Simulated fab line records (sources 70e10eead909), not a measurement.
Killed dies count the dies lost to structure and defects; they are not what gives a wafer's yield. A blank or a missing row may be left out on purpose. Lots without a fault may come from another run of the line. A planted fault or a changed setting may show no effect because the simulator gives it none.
Which tool did it? || flow nand harc || 72 wafers from 24 lots sampled at 2 of the route's 1159 steps

== WHAT THE GAUGES READ, wafer by wafer ==
NHARC_A_CONTACT_INSPECT_44.
{"lot": "L076", "measured": "day 16 13:47", "on": "defect inspect-02", "raw defect count": "25 37 23"}
{"lot": "L077", "measured": "day 16 15:31", "on": "defect inspect-02", "raw defect count": "10 10 17"}
{"lot": "L078", "measured": "day 16 18:03", "on": "defect inspect-01", "raw defect count": "23 19 29"}
{"lot": "L074", "measured": "day 16 20:25", "on": "defect inspect-02", "raw defect count": "30 36 39"}
{"lot": "L079", "measured": "day 17 03:43", "on": "defect inspect-02", "raw defect count": "22 14 25"}
{"lot": "L075", "measured": "day 17 08:47", "on": "defect inspect-02", "raw defect count": "20 27 17"}
{"lot": "L080", "measured": "day 17 16:47", "on": "defect inspect-02", "raw defect count": "27 21 26"}
{"lot": "L081", "measured": "day 18 11:01", "on": "defect inspect-02", "raw defect count": "29 25 21"}
{"lot": "L083", "measured": "day 18 13:59", "on": "defect inspect-02", "raw defect count": "11 11 4"}
{"lot": "L082", "measured": "day 18 15:20", "on": "defect inspect-02", "raw defect count": "42 30 36"}
{"lot": "L084", "measured": "day 19 12:58", "on": "defect inspect-02", "raw defect count": "10 17 10"}
{"lot": "L085", "measured": "day 19 14:31", "on": "defect inspect-01", "raw defect count": "31 26 32"}
{"lot": "L087", "measured": "day 19 17:05", "on": "defect inspect-02", "raw defect count": "28 29 33"}
{"lot": "L091", "measured": "day 20 01:38", "on": "defect inspect-01", "raw defect count": "23 19 24"}
{"lot": "L086", "measured": "day 20 02:37", "on": "defect inspect-01", "raw defect count": "22 22 40"}
{"lot": "L090", "measured": "day 20 06:41", "on": "defect inspect-02", "raw defect count": "38 41 43"}
{"lot": "L088", "measured": "day 20 10:17", "on": "defect inspect-02", "raw defect count": "54 39 49"}
{"lot": "L089", "measured": "day 20 11:28", "on": "defect inspect-01", "raw defect count": "30 25 28"}
{"lot": "L092", "measured": "day 20 15:40", "on": "defect inspect-01", "raw defect count": "59 46 58"}
{"lot": "L093", "measured": "day 20 16:07", "on": "defect inspect-01", "raw defect count": "17 23 19"}
{"lot": "L094", "measured": "day 20 22:55", "on": "defect inspect-02", "raw defect count": "36 38 40"}
{"lot": "L095", "measured": "day 21 17:08", "on": "defect inspect-02", "raw defect count": "40 49 37"}
{"lot": "L096", "measured": "day 21 19:20", "on": "defect inspect-01", "raw defect count": "59 29 36"}
{"lot": "L097", "measured": "day 21 21:40", "on": "defect inspect-01", "raw defect count": "12 13 15"}

== EACH LOT AND THE TOOL THAT RAN IT (in order: tool; ch and the chambers of the sampled wafers; start) ==
{"lot": "L076", "NHARC_A_WL_FILL_CVD_20": "cvd w-01 ch 0,1, day 16 13:47 or earlier"}
{"lot": "L077", "NHARC_A_WL_FILL_CVD_20": "cvd w-02 ch 0,1, day 16 15:31 or earlier"}
{"lot": "L078", "NHARC_A_WL_FILL_CVD_20": "cvd w-01 ch 0,1, day 16 18:03 or earlier"}
{"lot": "L074", "NHARC_A_WL_FILL_CVD_20": "cvd w-02 ch 0,1, day 16 20:25 or earlier"}
{"lot": "L079", "NHARC_A_WL_FILL_CVD_20": "cvd w-01 ch 0,1, day 17 03:43 or earlier"}
{"lot": "L075", "NHARC_A_WL_FILL_CVD_20": "cvd w-01 ch 1, day 17 08:47 or earlier"}
{"lot": "L080", "NHARC_A_WL_FILL_CVD_20": "cvd w-02 ch 0,1, day 17 16:47 or earlier"}
{"lot": "L081", "NHARC_A_WL_FILL_CVD_20": "cvd w-02 ch 0,1, day 18 11:01 or earlier"}
{"lot": "L083", "NHARC_A_WL_FILL_CVD_20": "cvd w-02 ch 0, day 18 13:59 or earlier"}
{"lot": "L082", "NHARC_A_WL_FILL_CVD_20": "cvd w-01 ch 0,1, day 18 15:20 or earlier"}
{"lot": "L084", "NHARC_A_WL_FILL_CVD_20": "cvd w-01 ch 0,1, day 19 12:58 or earlier"}
{"lot": "L085", "NHARC_A_WL_FILL_CVD_20": "cvd w-02 ch 0,1, day 19 14:31 or earlier"}
{"lot": "L087", "NHARC_A_WL_FILL_CVD_20": "cvd w-01 ch 0,1, day 19 17:05 or earlier"}
{"lot": "L091", "NHARC_A_WL_FILL_CVD_20": "cvd w-01 ch 0,1, day 20 01:38 or earlier"}
{"lot": "L086", "NHARC_A_WL_FILL_CVD_20": "cvd w-02 ch 0,1, day 20 02:37 or earlier"}
{"lot": "L090", "NHARC_A_WL_FILL_CVD_20": "cvd w-01 ch 0,1, day 20 06:41 or earlier"}
{"lot": "L088", "NHARC_A_WL_FILL_CVD_20": "cvd w-01 ch 0,1, day 20 10:17 or earlier"}
{"lot": "L089", "NHARC_A_WL_FILL_CVD_20": "cvd w-02 ch 1, day 20 11:28 or earlier"}
{"lot": "L092", "NHARC_A_WL_FILL_CVD_20": "cvd w-01 ch 0,1, day 20 15:40 or earlier"}
{"lot": "L093", "NHARC_A_WL_FILL_CVD_20": "cvd w-02 ch 0,1, day 20 16:07 or earlier"}
{"lot": "L094", "NHARC_A_WL_FILL_CVD_20": "cvd w-02 ch 0,1, day 20 22:55 or earlier"}
{"lot": "L095", "NHARC_A_WL_FILL_CVD_20": "cvd w-02 ch 0,1, day 21 17:08 or earlier"}
{"lot": "L096", "NHARC_A_WL_FILL_CVD_20": "cvd w-02 ch 0,1, day 21 19:20 or earlier"}
{"lot": "L097", "NHARC_A_WL_FILL_CVD_20": "cvd w-01 ch 0,1, day 21 21:40 or earlier"}
- NHARC_A_WL_FILL_CVD_20: deposits W, target thk 75 nm, time 5064 s.

== AS READ BY THE TOOLS THEMSELVES (means over the sampled wafers that have a number; for cases with no such wafer, the mark the record gives instead) ==
NHARC_A_WL_FILL_CVD_20.
{"lot": "L076", "tool": "cvd w-01", "heater power w (W)": 461, "throttle valve pct (%)": 7.8}
{"lot": "L077", "tool": "cvd w-02", "heater power w (W)": 515, "throttle valve pct (%)": 7.8}
{"lot": "L078", "tool": "cvd w-01", "heater power w (W)": 422, "throttle valve pct (%)": 8.1}
{"lot": "L074", "tool": "cvd w-02", "heater power w (W)": 509, "throttle valve pct (%)": 7.7}
{"lot": "L079", "tool": "cvd w-01", "heater power w (W)": 460, "throttle valve pct (%)": 7.9}
{"lot": "L075", "tool": "cvd w-01", "heater power w (W)": 397, "throttle valve pct (%)": 8.3}
{"lot": "L080", "tool": "cvd w-02", "heater power w (W)": 500, "throttle valve pct (%)": 7.8}
{"lot": "L081", "tool": "cvd w-02", "heater power w (W)": 491, "throttle valve pct (%)": 7.8}
{"lot": "L083", "tool": "cvd w-02", "heater power w (W)": 503, "throttle valve pct (%)": 7.7}
{"lot": "L082", "tool": "cvd w-01", "heater power w (W)": 428, "throttle valve pct (%)": 8.0}
{"lot": "L084", "tool": "cvd w-01", "heater power w (W)": 451, "throttle valve pct (%)": 7.9}
{"lot": "L085", "tool": "cvd w-02", "heater power w (W)": 498, "throttle valve pct (%)": 7.9}
{"lot": "L087", "tool": "cvd w-01", "heater power w (W)": 454, "throttle valve pct (%)": 7.7}
{"lot": "L091", "tool": "cvd w-01", "heater power w (W)": 429, "throttle valve pct (%)": 8.1}
{"lot": "L086", "tool": "cvd w-02", "heater power w (W)": 497, "throttle valve pct (%)": 7.8}
{"lot": "L090", "tool": "cvd w-01", "heater power w (W)": 423, "throttle valve pct (%)": 8.0}
{"lot": "L088", "tool": "cvd w-01", "heater power w (W)": 428, "throttle valve pct (%)": 8.0}
{"lot": "L089", "tool": "cvd w-02", "heater power w (W)": 473, "throttle valve pct (%)": 8.1}
{"lot": "L092", "tool": "cvd w-01", "heater power w (W)": 462, "throttle valve pct (%)": 7.7}
{"lot": "L093", "tool": "cvd w-02", "heater power w (W)": 493, "throttle valve pct (%)": 8.0}
{"lot": "L094", "tool": "cvd w-02", "heater power w (W)": 491, "throttle valve pct (%)": 7.9}
{"lot": "L095", "tool": "cvd w-02", "heater power w (W)": 496, "throttle valve pct (%)": 7.7}
{"lot": "L096", "tool": "cvd w-02", "heater power w (W)": 488, "throttle valve pct (%)": 8.1}
{"lot": "L097", "tool": "cvd w-01", "heater power w (W)": 431, "throttle valve pct (%)": 8.0}

== THE ANSWER, worked out from the rows above alone ==
Rule: what is usual is taken from the lots themselves. Put in order of their means at a reading, lots are off if they are a third of the lots or fewer, leave a main group of 4 or more, and stand apart from it by a gap of 3 or more times the standard deviation of the main group's means; of several such gaps the widest counts. Not used: any main group whose means are identical at the precision the tables above print for the reading. Also off: a lot with no number at a reading for which 4 or more lots have one. Where the step has rows for the other lots, those lots are counted as sound. The gauges are gone through in route order, then the tools' own readings, and for those a lot's mean is taken as printed above. At the first step where some lot is off, the reading lying furthest off is the one used; lots without a number count as furthest.
Nothing can be told from this: no lot is off at any reading shown.

== WHAT THE SIMULATOR PUT IN ==
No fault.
